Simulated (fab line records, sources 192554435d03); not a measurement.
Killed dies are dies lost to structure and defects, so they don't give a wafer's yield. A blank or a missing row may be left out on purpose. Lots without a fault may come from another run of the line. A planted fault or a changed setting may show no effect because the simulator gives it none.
fab line records | flow n5_finfet
record lots=4 wafers=12 last_day=18
route steps=1938 shown BEOL_M0_SAQP@657 BEOL_M0@715 BEOL_M4@1111
lots that met no fault: from a run of the same line without faults
start_h: hours from the record's first day to the start of the lot's first wafer shown | wait_h: hours since the lot's step before | " the same as in the row above | L1.1+2: a row that stands for several wafers | - no value, or no start given | * or withheld: withheld | < > ~ a bound
route shown NAME@n: a module of which the file shows steps, and the number in the route of the first | usual: mean/standard deviation of fault-free wafers | same: alike in all rows | chamber/n: place in a boat | sites: the reading at each site | _std_site: their standard deviation | _edge_site: outer sites' mean less inner sites' | radius_mm: how far each site lies from the wafer's centre | mask NAME#n: copy n | behind: the tool/chamber that last shaped the wafer | hold: why the lot was held/for how many hours/how that ended | device: the transistor (n, p or np) that didn't switch | end of line: the same wafers' tests at the end of the route | a step without rows: its recipe alone | killed: dies lost to structure and defects at the first sort, not the wafer's yield | map: a wafer's dies, x killed, . not, _ none there
set.NAME: the setting as run; set.NAME@STEP: as run at that earlier step | model.NAME: the simulator's own value behind a step, which no gauge read
lots at some steps of the route; a table a step, a row a wafer
services: from which hour (start_h, from the record's first day; less than 0 if before it) a tool's chamber was out of use, for how many hours, and why
## steps
# step N5_BEOL_M0_SAQP_STRIP_113
# recipe chemistry=CHF3/O2 resist=SiARC rf_frequency_hz=6e+07
# step N5_BEOL_M0_SAQP_MANDREL_ETCH_20
# recipe target_depth_a=600 chemistry=HBr/Cl2 target=a-Si stop_on=SiNx bt_time_s=10 mask_material=SOC over_etch_frac=0.5 time_s=30 pressure_mtorr=10 icp_w=800 bias_w=75 HBr_flow_sccm=150 Cl2_flow_sccm=80 ends=end_point
# step N5_BEOL_M0_SAQP_STRIP_86
# recipe chemistry=N2/H2 power_w=500 temp_c=40 pressure_mtorr=50 rf_frequency_hz=6e+07 overash_fraction=0.3 bias_power_w=28 h2_frac=0.5 n2_flow_sccm=300 h2_flow_sccm=300
# step N5_BEOL_M0_SAQP_STRIP_115
# recipe chemistry=post_etch_residue_remover time_s=60 temp_c=25 remover_ph=withheld remover_water_wt_pct=withheld remover_fluoride_wt_pct=withheld
# step N5_BEOL_M0_SAQP_SRD_93
# recipe dry=ipa_marangoni time_s=30 temp_c=23 rinse_liquid=diw
# step N5_BEOL_M0_SAQP_RECESS_114
# recipe chemistry=HF/NH3 target=SiO2 target_depth_a=144 afs_cycles=3 temp_c=30 sublimation_temp_c=180 sublimation_time_s=60
# step N5_BEOL_M0_SAQP_SPACER1_ALD_98
# recipe material=SiO2 target_thk_a=128 temp_c=300 ald_precursor_family=BDEAS ald_co_reactant=O2-plasma pulse_time_s=1 purge_time_s=2 co_reactant_purge_time_s=2 ald_cycles=138 pressure_torr=2
# step N5_BEOL_M0_SAQP_SPACER1_ETCHBACK_99
# recipe chemistry=CHF3/O2 mode=anisotropic_etchback target=SiO2 target_depth_a=154 time_s=7.7 pressure_mtorr=30 source_w=650 bias_w=170 Ar_flow_sccm=200 CHF3_flow_sccm=50 O2_flow_sccm=5 ion_energy_ev=200
# step N5_BEOL_M0_SAQP_MANDREL1_REMOVE_100
# recipe chemistry=HBr/Cl2/O2 bt_time_s=10 target=a-Si stop_on=SiNx endpoint=OES-SiCl over_etch_frac=0.85 icp_w=600 bias_w=30 HBr_flow_sccm=150 Cl2_flow_sccm=80 O2_flow_sccm=5 pressure_mtorr=10
# step N5_BEOL_M0_SAQP_ETCH_101
# recipe chemistry=CH3F/O2 target=SiNx mask_material=SiO2 target_depth_a=299 time_s=42.7 pressure_mtorr=30 source_w=395 bias_w=73 Ar_flow_sccm=150 CH3F_flow_sccm=30 O2_flow_sccm=20 ion_energy_ev=120
# step N5_BEOL_M0_SAQP_ETCH_102
# recipe chemistry=CF4 target=SiO2 target_depth_a=40 ion_energy_ev=350 time_s=4.4 pressure_mtorr=10 icp_w=800 bias_w=400 cf4_flow_sccm=80
# step N5_BEOL_M0_SAQP_MANDREL_ETCH_103
# recipe chemistry=HBr/Cl2 target=a-Si target_depth_a=450 bt_time_s=10 stop_on=SiCN mask_material=SiO2 over_etch_frac=0.8 time_s=27 pressure_mtorr=10 icp_w=800 bias_w=75 HBr_flow_sccm=150 Cl2_flow_sccm=80 ends=end_point
# usual drypump_motor_current_A=5.8/0.52 he_backside_leak_sccm=2.8/0.39 oes_product_au=0.684/0.013 throttle_valve_pct=35.41/0.21
# same over_etch_frac=0.8
# columns lot.wafer tool chamber start_h wait_h drypump_motor_current_A he_backside_leak_sccm oes_product_au rf_hours_counter_h throttle_valve_pct model.SiCN_of_BEOL_M0_SAQP_PECVD_03.thk_nm
L772.4 rie_si-02 3 151.84 0.0 6.0 3.6 0.678 132 35.62 9.4
L772.5 " 3 " " 6.0 3.5 0.679 - 35.62 9
L772.6 " 2 " " 5.4 2.5 0.672 - 35.32 9.4
L774.1 rie_si-01 0 159.46 0.0 6.1 2.8 0.703 150 35.40 10
L774.2 " 2 " " 5.8 2.8 0.673 0 35.45 10
L774.3 " 1 " " 5.3 2.6 0.678 38 35.10 10.2
L777.1 rie_si-01 0 177.59 0.0 6.2 3.0 0.697 150 35.42 10.2
L777.5 " 3 " " 6.7 2.6 0.684 - 35.05 10
L777.6 " 2 " " 5.8 2.6 0.678 - 35.41 10
L784.3 rie_si-01 3 235.21 0.0 6.7 2.5 0.676 1 35.03 8.6
L784.4 " 1 " " 5.3 2.5 0.683 39 35.12 9
L784.6 " 0 " " 6.1 2.8 0.706 - 35.40 9
# step N5_BEOL_M0_SAQP_RECESS_104
# recipe chemistry=HF/NH3 target=SiO2 target_depth_a=180 afs_cycles=3 temp_c=30 sublimation_temp_c=180 sublimation_time_s=60
# step N5_BEOL_M0_SAQP_COAT_105
# recipe resist=SOC temp_c=250 time_s=60 spin_rpm=1500 resist_thk_nm=100
# step N5_BEOL_M0_SAQP_ETCH_106
# recipe chemistry=N2/H2 target=SOC target_depth_a=1500 stop_on=SiNx ion_energy_ev=100 bias_w=61 pressure_mtorr=30 source_w=850 n2_flow_sccm=200 h2_flow_sccm=200
# step N5_BEOL_M0_SAQP_ETCH_107
# recipe chemistry=CH3F/O2 target=SiNx target_depth_a=300 mask_material=SOC pressure_mtorr=30 source_w=395 bias_w=73 Ar_flow_sccm=150 CH3F_flow_sccm=30 O2_flow_sccm=20 ion_energy_ev=120
# step N5_BEOL_M0_SAQP_STRIP_108
# recipe chemistry=N2/H2 power_w=500 temp_c=40 pressure_mtorr=50 rf_frequency_hz=6e+07 overash_fraction=0.3 bias_power_w=28 h2_frac=0.5 n2_flow_sccm=300 h2_flow_sccm=300
# step N5_BEOL_M0_SAQP_RECESS_109
# recipe chemistry=HF/NH3 target=SiO2 target_depth_a=30 afs_cycles=1 temp_c=30 sublimation_temp_c=180 sublimation_time_s=60
# usual drypump_motor_current_A=5.77/0.26
# same sublimation_time_s=60
# columns lot.wafer tool chamber start_h wait_h drypump_motor_current_A model.SiCN_of_BEOL_M0_SAQP_PECVD_03.thk_nm
L772.4 vapor_etch-01 1 152.81 0.1 6.01 9
L772.5 " 0 " " 5.88 8.6
L772.6 " 1 " " 6.01 9
L774.1 vapor_etch-01 1 160.15 0.0 5.99 9.8
L774.2 " 0 " " 5.92 9.6
L774.3 " 0 " " 5.94 9.8
L777.1 vapor_etch-02 0 178.28 0.0 5.90 9.8
L777.5 " 0 " " 5.89 9.8
L777.6 " 1 " " 5.36 9.6
L784.3 vapor_etch-01 1 235.94 0.1 5.99 8.4
L784.4 " 0 " " 5.93 8.6
L784.6 " 0 " " 5.95 8.8
# step N5_BEOL_M0_SAQP_SPACER2_ALD_26
# recipe material=SiO2 target_thk_a=150 temp_c=300 ald_precursor_family=BDEAS ald_co_reactant=O2-plasma pulse_time_s=1 purge_time_s=2 co_reactant_purge_time_s=2 pressure_torr=2
# step N5_BEOL_M0_SAQP_SPACER2_ETCHBACK_27
# recipe chemistry=CHF3/O2 mode=anisotropic_etchback target=SiO2 target_depth_a=225 time_s=11.25 pressure_mtorr=30 source_w=650 bias_w=170 Ar_flow_sccm=200 CHF3_flow_sccm=50 O2_flow_sccm=5 ion_energy_ev=200
# step N5_BEOL_M0_SAQP_MANDREL2_REMOVE_110
# recipe chemistry=HBr/Cl2/O2 bt_time_s=10 target=a-Si stop_on=SiCN endpoint=OES-SiCl over_etch_frac=1 icp_w=600 bias_w=30 HBr_flow_sccm=150 Cl2_flow_sccm=80 O2_flow_sccm=5 pressure_mtorr=10
# step N5_BEOL_M0_SAQP_COAT_69
# recipe resist=SOC temp_c=250 time_s=60 spin_rpm=1500 resist_thk_nm=90
# step N5_BEOL_M0_SAQP_COAT_72
# recipe resist=SiARC temp_c=220 time_s=60 spin_rpm=1500 resist_thk_nm=15
# step N5_BEOL_M0_SAQP_COAT_87
# recipe resist=underlayer temp_c=205 time_s=60 spin_rpm=1500 resist_thk_nm=5
# step N5_BEOL_M0_SAQP_COAT_34
# recipe resist=CAR-EUV spin_rpm=1500 resist_thk_nm=30
# step N5_BEOL_M0_SAQP_EBR_36
# recipe solvent=PGMEA ebr_width_mm=1.5
# step N5_BEOL_M0_SAQP_SOFTBAKE_35
# recipe temp_c=110 time_s=60 resist=CAR-EUV
# step N5_BEOL_M0_SAQP_EXPOSE_37
# recipe mask_id=M0_CUT1 na=0.33 source_shape=annular sigma_inner=0.35 sigma_outer=0.8 polarization=unpolarized target_cd_nm=30 dose_mj=44.75
# step N5_BEOL_M0_SAQP_PEB_38
# recipe peb_temp_c=100 peb_time_s=60 resist=CAR-EUV
# step N5_BEOL_M0_SAQP_DEVELOP_39
# recipe develop_time_s=30 developer=TMAH resist=CAR-EUV rinse_liquid=surfactant_rinse dry=air_spin dev_temp_c=23
# step N5_BEOL_M0_SAQP_DESCUM_45
# recipe chemistry=O2 time_s=7 source_power_w=50 bias_power_w=20 pressure_mtorr=20 rf_frequency_hz=2.712e+07 temp_c=40 resist=CAR-EUV o2_flow_sccm=225
# step N5_BEOL_M0_SAQP_ETCH_88
# recipe chemistry=N2/H2 target=underlayer target_depth_a=65 time_s=5.2 ion_energy_ev=200 mask_material=CAR-EUV pressure_mtorr=30 source_w=840 bias_w=150 n2_flow_sccm=200 h2_flow_sccm=200 ends=cleared
# step N5_BEOL_M0_SAQP_ETCH_73
# recipe chemistry=CF4 target=SiARC target_depth_a=195 mask_material=CAR-EUV time_s=32.5 ion_energy_ev=80 pressure_mtorr=40 source_w=545 bias_w=36 Ar_flow_sccm=100 cf4_flow_sccm=100 ends=cleared
# step N5_BEOL_M0_SAQP_CUT_ETCH_46
# recipe chemistry=N2/H2 target=SOC target_depth_a=1350 overetch_a=270 temp_c=40 time_s=202.5 ion_energy_ev=200 mask_material=SiARC pressure_mtorr=30 source_w=840 bias_w=150 n2_flow_sccm=200 h2_flow_sccm=200
# step N5_BEOL_M0_SAQP_STRIP_74
# recipe chemistry=N2/H2 temp_c=40 n2_flow_sccm=200 h2_flow_sccm=200 rf_frequency_hz=6e+07
# step N5_BEOL_M0_SAQP_STRIP_89
# recipe chemistry=N2/H2 temp_c=40 n2_flow_sccm=200 h2_flow_sccm=200 rf_frequency_hz=6e+07
# step N5_BEOL_M0_SAQP_ALD_48
# recipe material=SiO2 target_thk_a=200 temp_c=100 ald_precursor_family=BDEAS ald_co_reactant=O2-plasma pulse_time_s=1 co_reactant_pulse_time_s=1 purge_time_s=2 co_reactant_purge_time_s=2 ald_cycles=139 pressure_torr=2
# step N5_BEOL_M0_ETCH_138
# recipe chemistry=CH3F/O2 target_depth_a=120 target=SiCN time_s=31.6 ion_energy_ev=120 pressure_mtorr=30 source_w=395 bias_w=75 Ar_flow_sccm=150 CH3F_flow_sccm=30 O2_flow_sccm=20 ends=cleared
# usual drypump_motor_current_A=5.7/0.45 etch_rf_on_time_s=29.4/0.77 oes_product_au=0.69/0.058 rf_vpp_V=297.0/1.7 showerhead_plenum_p_Torr=1.99/0.065 throttle_valve_pct=16.28/0.14
# columns lot.wafer tool chamber start_h wait_h drypump_motor_current_A etch_rf_on_time_s oes_product_au rf_hours_counter_h rf_vpp_V showerhead_plenum_p_Torr throttle_valve_pct model.etch.depth_nm model.SiO2_of_BEOL_M0_SAQP_SPACER2_ALD_26.thk_nm
L772.4 rie_diel-04 2 156.01 0.0 4.7 30.8 0.77 34 298.5 2.03 16.01 8.975 5
L772.5 " 0 " " 6.1 29.2 0.77 - 296.8 1.97 16.23 8.681 5
L772.6 " 1 " " 5.3 31.4 0.66 - 294.9 1.92 16.27 9.013 5
L774.1 rie_diel-01 2 164.01 0.0 5.6 33.2 0.66 121 297.6 2.01 16.28 9.748 4.8
L774.2 " 0 " " 6.2 33.1 0.72 59 296.0 1.95 16.27 9.663 4.8
L774.3 " 3 " " 6.2 33.4 0.67 108 297.5 1.94 16.28 9.775 4.8
L777.1 rie_diel-04 0 182.33 0.0 6.1 32.7 0.75 37 295.7 1.97 16.24 9.778 4.8
L777.5 " 2 " " 4.7 33.0 0.76 - 298.1 2.03 16.01 9.728 5
L777.6 " 3 " " 5.5 33.2 0.72 - 298.7 2.05 16.34 9.666 5
L784.3 rie_diel-02 1 238.83 0.0 6.1 28.7 0.62 165 295.4 1.92 16.48 8.365 5.2
L784.4 " 0 " " 5.2 30.0 0.59 217 297.1 1.98 16.50 8.627 5.2
L784.6 " 1 " " 6.1 30.0 0.63 - 295.7 1.91 16.48 8.74 5.2
# step N5_BEOL_M0_HM_OPEN_105
# recipe chemistry=Cl2/BCl3 target_depth_a=120 target=TiN ion_energy_ev=150 pressure_mtorr=10 icp_w=1000 bias_w=126 Cl2_flow_sccm=53.25 bcl3_flow_sccm=21.75 Ar_flow_sccm=25
# usual drypump_motor_current_A=5.9/0.33 he_backside_leak_sccm=3.35/0.28 oes_product_au=0.75/0.12 throttle_valve_pct=21.98/0.19
# columns lot.wafer tool chamber start_h wait_h drypump_motor_current_A he_backside_leak_sccm oes_product_au rf_hours_counter_h throttle_valve_pct model.SiO2_of_BEOL_M0_SAQP_SPACER2_ALD_26.thk_nm
L772.4 rie_metal-01 0 156.71 0.7 6.3 3.06 0.78 - 21.71 2.6
L772.5 " 0 " " 6.3 3.09 0.79 - 21.73 2.6
L772.6 " 1 " " 5.8 3.41 0.79 - 22.03 2.6
L774.1 rie_metal-02 0 164.41 0.4 6.2 3.54 0.59 132 21.98 2.6
L774.2 " 1 " " 5.8 3.26 0.61 117 22.27 2.4
L774.3 " 0 " " 6.2 3.60 0.58 - 21.98 2.6
L777.1 rie_metal-02 1 184.52 2.2 5.9 3.38 0.60 119 22.27 2.6
L777.5 " 1 " " 5.9 3.46 0.60 - 22.27 2.6
L777.6 " 1 " " 5.9 3.22 0.60 - 22.26 2.6
L784.3 rie_metal-03 1 240.28 1.4 5.4 3.78 0.80 - 21.85 2.8
L784.4 " 0 " " 5.4 3.28 0.89 - 22.03 2.8
L784.6 " 0 " " 5.5 3.28 0.90 - 22.02 2.8
# step N5_BEOL_M0_ETCH_128
# recipe chemistry=CF4/N2 target_depth_a=120 overetch_a=51 target=SiCN time_s=21.4 ion_energy_ev=150 pressure_mtorr=40 source_w=430 bias_w=70 Ar_flow_sccm=100 cf4_flow_sccm=60 n2_flow_sccm=60
# usual drypump_motor_current_A=5.6/0.46 oes_product_au=0.56/0.042 rf_vpp_V=381.8/1.7 showerhead_plenum_p_Torr=2.19/0.06 throttle_valve_pct=15.38/0.14
# columns lot.wafer tool chamber start_h wait_h drypump_motor_current_A oes_product_au rf_hours_counter_h rf_vpp_V showerhead_plenum_p_Torr throttle_valve_pct model.etch.depth_nm
L772.4 rie_diel-04 1 157.85 0.5 5.4 0.55 132 378.9 2.13 15.41 8.975
L772.5 " 3 " " 5.5 0.59 - 383.5 2.25 15.35 8.681
L772.6 " 2 " " 4.7 0.64 - 381.2 2.25 15.13 9.013
L774.1 rie_diel-04 1 164.73 0.0 5.4 0.56 134 379.7 2.13 15.43 9.748
L774.2 " 2 " " 4.7 0.65 37 383.0 2.24 15.14 9.663
L774.3 " 0 " " 6.2 0.64 31 382.3 2.17 15.32 9.775
L777.1 rie_diel-04 1 185.09 0.1 5.4 0.56 141 380.6 2.13 15.44 9.778
L777.5 " 1 " " 5.4 0.56 - 379.4 2.13 15.43 9.728
L777.6 " 2 " " 4.7 0.64 - 384.6 2.24 15.17 9.666
L784.3 rie_diel-02 0 240.84 0.3 5.3 0.47 218 381.4 2.19 15.64 8.365
L784.4 " 3 " " 5.9 0.51 158 383.9 2.30 15.18 8.627
L784.6 " 0 " " 5.2 0.49 - 381.4 2.19 15.65 8.74
# step N5_BEOL_M4_RC_MEAS_101
# usual DIBL_N=36.0/2 DIBL_P=36.2/2.2 IOFF_N=0.16/0.034 IOFF_P=0.21/0.04 ION_N=675/12 ION_P=463/7.2 SS_N=71.6/0.6 SS_P=73.3/0.67 VT_N=250/3 VT_P=-251/3.4
# columns lot.wafer tool chamber start_h wait_h DIBL_N[mV/V] DIBL_P[mV/V] IOFF_N[nA/um] IOFF_P[nA/um] ION_N[uA/um] ION_P[uA/um] SS_N[mV/dec] SS_P[mV/dec] VT_N[mV] VT_P[mV]
L772.4 prober-02 0 218.25 0.5 35.7 38.1 0.18 0.21 685 463 72.3 73.7 251 -255
L772.5 " 0 " " 34.9 35.8 0.15 0.17 676 456 71.4 73.3 251 -257
L772.6 " 0 " " 31.7 32.8 0.10 0.14 652 453 70.2 72.2 256 -255
L774.1 prober-01 0 221.27 0.0 37.1 36.3 0.14 0.18 660 451 72.1 73.7 254 -255
L774.2 " 0 " " 36.6 35.3 0.14 0.17 671 460 72.0 73.0 253 -256
L774.3 " 0 " " 36.9 36.5 0.15 0.19 681 465 71.2 73.5 250 -254
L777.1 prober-01 0 242.60 0.0 38.7 37.5 0.16 0.20 668 454 70.9 73.9 253 -252
L777.5 " 0 " " 40.5 39.3 0.19 0.24 679 461 71.7 74.9 249 -252
L777.6 " 0 " " 41.2 41.1 0.22 0.26 698 466 72.2 74.8 249 -249
L784.3 prober-01 0 312.86 1.0 36.8 36.8 0.18 0.24 684 467 71.7 73.1 250 -249
L784.4 " 0 " " 35.8 35.7 0.16 0.22 675 464 71.6 73.1 250 -250
L784.6 " 0 " " 35.8 35.8 0.15 0.21 674 463 72.2 73.4 252 -250
## services
# columns tool chamber start_h hours kind
rie_diel-02 0 128.23 12.0 repair
rie_si-01 2 131.19 - clean
rie_si-01 2 131.19 14.7 scheduled_down
rie_si-01 2 131.19 14.7 vent_cycle
rie_diel-04 - 131.45 0.3 repair
rie_si-01 3 145.85 - clean
rie_si-01 3 145.85 20.4 scheduled_down
rie_si-01 3 145.85 20.4 vent_cycle
rie_si-02 0 159.43 1.8 repair
rie_diel-01 1 162.05 - clean
rie_diel-01 1 162.05 - consumable_replace:focus_ring
rie_diel-01 1 162.05 - consumable_replace:showerhead
rie_diel-01 1 162.05 22.6 scheduled_down
rie_metal-02 0 182.77 - clean
rie_metal-02 0 182.77 20.1 scheduled_down
rie_metal-02 0 182.77 20.1 vent_cycle
rie_diel-01 - 196.61 0.9 repair
rie_diel-04 3 198.02 17.3 repair
rie_metal-02 - 210.06 10.0 pm
rie_diel-02 2 220.41 6.5 repair
rie_diel-04 1 221.06 3.8 repair
vapor_etch-01 0 221.74 10.0 repair
rie_diel-01 2 231.74 9.0 repair
vapor_etch-02 - 239.17 2.8 pm
## key
first_sign step=N5_BEOL_M0_ETCH_138 reading=etch_rf_on_time_s direction=up sigmas=4.8 usual=* struck=*
effect none on later readings
model_effect step=N5_BEOL_M0_SAQP_MANDREL_ETCH_103 value=SiCN_of_BEOL_M0_SAQP_PECVD_03.thk_nm without=8.867 struck=10.07
model_effect step=N5_BEOL_M0_SAQP_RECESS_109 value=SiCN_of_BEOL_M0_SAQP_PECVD_03.thk_nm without=8.5 struck=9.733
model_effect step=N5_BEOL_M0_ETCH_138 value=etch.depth_nm without=8.512 struck=9.726
model_effect step=N5_BEOL_M0_HM_OPEN_105 value=SiO2_of_BEOL_M0_SAQP_SPACER2_ALD_26.thk_nm without=2.833 struck=2.567
model_effect step=N5_BEOL_M0_ETCH_128 value=etch.depth_nm without=8.512 struck=9.726
met_at N5_BEOL_M0_SAQP_MANDREL_ETCH_103
struck_wafers L774.1,L774.2,L774.3,L777.1,L777.5,L777.6
fault kind=process_parameter_drift tool=rie_si-01 chamber=- onset_h=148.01 steps=N5_BEOL_M0_SAQP_MANDREL_ETCH_103 channel=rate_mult offset=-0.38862 shape=step end_h=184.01
